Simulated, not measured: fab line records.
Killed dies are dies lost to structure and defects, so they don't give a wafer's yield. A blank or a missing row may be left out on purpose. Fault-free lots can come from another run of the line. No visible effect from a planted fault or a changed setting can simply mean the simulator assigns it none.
Chamber matching -- flow nand_harc -- rie_diel-06 running NHARC_P_ZERO_WELL_DESCUM_54: 4 sister chambers
The step chemistry O2, time 3 s. 4 wafers are shown with their chamber, then 8 later ones without.

WAFERS WITH THEIR CHAMBER
wafer,chamber,drypump_motor_current_A (A)
L087.3,3,5.3
L087.5,0,5.3
L087.6,1,5.6
L090.2,2,6.2

WAFERS WITHOUT THEIR CHAMBER
wafer,drypump_motor_current_A (A)
L090.3,5.2
L090.6,6.2
L092.1,5.6
L092.2,5.3
L092.5,5.2
L093.1,5.6
L093.5,5.2
L093.6,5.6

CHAMBER TAKEN BY EACH
wafer,from the rows above,in truth
L090.3,can't be placed: 0 or 3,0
L090.6,2,2
L092.1,1,1
L092.2,can't be placed: 0 or 3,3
L092.5,can't be placed: 0 or 3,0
L093.1,1,1
L093.5,can't be placed: 0 or 3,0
L093.6,1,1
Correctly placed: 4 of 8. Unplaceable from these rows: 4, with the true chamber sitting among the candidates in 4. Wrongly placed: 0.
How it was worked out, from the rows above alone: a wafer's distance from a chamber is the root of the sum, over the readings, of the square of ((its reading less the chamber's mean) divided by the reading's scatter). If the next closest chamber is less than 2 further off than the closest, the wafer can't be placed; otherwise it belongs to the closest. For every chamber, the mean is computed from those of its wafers that are shown. The scatter (one wafer shown for each chamber): square how far every hidden wafer sits from the nearest shown wafer, average those squares and take the square root.
